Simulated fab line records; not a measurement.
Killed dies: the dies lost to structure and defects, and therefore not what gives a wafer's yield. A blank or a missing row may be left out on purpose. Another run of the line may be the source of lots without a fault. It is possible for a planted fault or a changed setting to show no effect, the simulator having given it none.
Split-lot study    flow n5 finfet    21 wafers read from 7 lots, route of 1938 steps

## THE SPLIT ITSELF
At N5_FIN_CUT_COAT_29 (time 60 s, resist thk 10 nm), the setting spin rpm was moved away from the recipe's 1500 rpm on 6 of the 21 wafers read, by -10.5% to +7.1%. For the rest of the wafers, this setting stayed at what the recipe calls for.

## FROM THE SPLIT ON TO THE READING: in between, the file shows 1 step
- N5_FIN_CUT_ETCH_30: etches underlayer in N2/H2, target depth 13 nm, time 10.4 s (also split here: target depth a)

## THE READING
underlayer_of_FIN_CUT_COAT_29.thk nm (the simulator's own value, which no gauge read), in nm, at N5_FIN_CUT_ETCH_20 (etches SiARC in CF4, target depth 26 nm, time 43.3 s). The file does not state a usual value for it. Here, 15 wafers ran the recipe; their average is 9.3 nm with a standard deviation of 0.088 nm.

wafer   tool, chamber at the split  spin rpm as run, rpm  against the recipe  underlayer_of_FIN_CUT_COAT_29.thk nm, nm  against lot-mates on the recipe
L074.4  litho track-02, 0           1343                  -10.5%              9.8                                       +0.6
L074.5  litho track-02, 0           1500                  recipe              9.2                                       -
L074.6  litho track-02, 0           1500                  recipe              9.2                                       -
L075.2  litho track-04, 0           1500                  recipe              9.2                                       -
L075.6  litho track-04, 0           1500                  recipe              9.2                                       -
L075.3  litho track-04, 0           1557                  +3.8%               9.2                                       +0.0
L078.2  litho track-02, 0           1500                  recipe              9.4                                       -
L078.4  litho track-02, 0           1365                  -9.0%               9.8                                       +0.4
L078.6  litho track-02, 0           1365                  -9.0%               9.8                                       +0.4
L080.1  litho track-04, 0           1500                  recipe              9.2                                       -
L080.5  litho track-04, 0           1500                  recipe              9.2                                       -
L080.4  litho track-04, 0           1607                  +7.1%               9                                         -0.2
L084.3  litho track-04, 0           1500                  recipe              9.2                                       -
L084.4  litho track-04, 0           1500                  recipe              9.4                                       -
L084.5  litho track-04, 0           1500                  recipe              9.4                                       -
L088.1  litho track-02, 0           1500                  recipe              9.2                                       -
L088.4  litho track-02, 0           1500                  recipe              9.2                                       -
L088.3  litho track-02, 0           1367                  -8.9%               9.8                                       +0.6
L096.1  litho track-04, 0           1500                  recipe              9.2                                       -
L096.2  litho track-04, 0           1500                  recipe              9.2                                       -
L096.6  litho track-04, 0           1500                  recipe              9.4                                       -

FIT RESULTS
A straight line over all 21 wafers: underlayer_of_FIN_CUT_COAT_29.thk nm changes by -0.0525 nm for each +1% of spin rpm; r = -0.93; the points scatter about the line by 0.092 nm.
The same after taking each lot's own level away (the mean of its wafers on the recipe; 21 wafers): -0.047 nm for each +1%; r = -0.93; scatter 0.084 nm.
According to that fit, moving spin rpm by its largest amount changes the reading by 0.49 nm.
The span of the lots' own levels, 9.20 to 9.40 nm, comes to 2.3 times the standard deviation stated above.
So the lot-to-lot level changes the slope: the two fits differ.
Check: for one of the wafers moved furthest among these (-10.5%), held out of the fit, the line's prediction against its lot-mates is +0.488 nm. Against them it came out at +0.6 nm.

## OTHER SPLITS APPLIED TO THESE WAFERS
Note: prior to the reading, these wafers also went through further splits. Each is held against what the fit with the lots' levels taken away leaves over:
other split on the same wafers         wafers away from the commonest value  r with underlayer_of_FIN_CUT_COAT_29.thk nm (lot level and that fit taken away)
N5_WELL_APT_COAT_02 spin rpm           5                                     -0.48
N5_WELL_APT_PEB_23 peb temp c          12                                    +0.17
N5_WELL_APT_DEVELOP_24 develop time s  9                                     +0.31
N5_FIN_SAQP_SPACER1_ALD_24 temp c      11                                    -0.07
N5_FIN_CUT_ETCH_30 target depth a      3                                     -0.12

## THE WHOLE CHAIN: every reading that the file lists as answering this split, in the file's order
step                what it does                                                 reading                                                                                change (the file's fit)                 r (the file's)
N5_FIN_CUT_COAT_29  time 60 s, resist thk 10 nm                                  underlayer_of_FIN_CUT_COAT_29.thk nm (the simulator's own value, which no gauge read)  -0.0563 nm for each +1% of the setting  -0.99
N5_FIN_CUT_ETCH_30  etches underlayer in N2/H2, target depth 13 nm, time 10.4 s  CAR-EUV_of_FIN_CUT_COAT_02.thk nm (the simulator's own value, which no gauge read)     +0.0559 nm for each +1% of the setting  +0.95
N5_FIN_CUT_ETCH_30  etches underlayer in N2/H2, target depth 13 nm, time 10.4 s  etch.depth nm (the simulator's own value, which no gauge read)                         -0.0508 nm for each +1% of the setting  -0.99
N5_FIN_CUT_ETCH_20  etches SiARC in CF4, target depth 26 nm, time 43.3 s         underlayer_of_FIN_CUT_COAT_29.thk nm (the simulator's own value, which no gauge read)  -0.0497 nm for each +1% of the setting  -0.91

## FILE'S OWN FIT
underlayer_of_FIN_CUT_COAT_29.thk nm changes by -0.0497 nm for each +1% of spin rpm, r = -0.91.
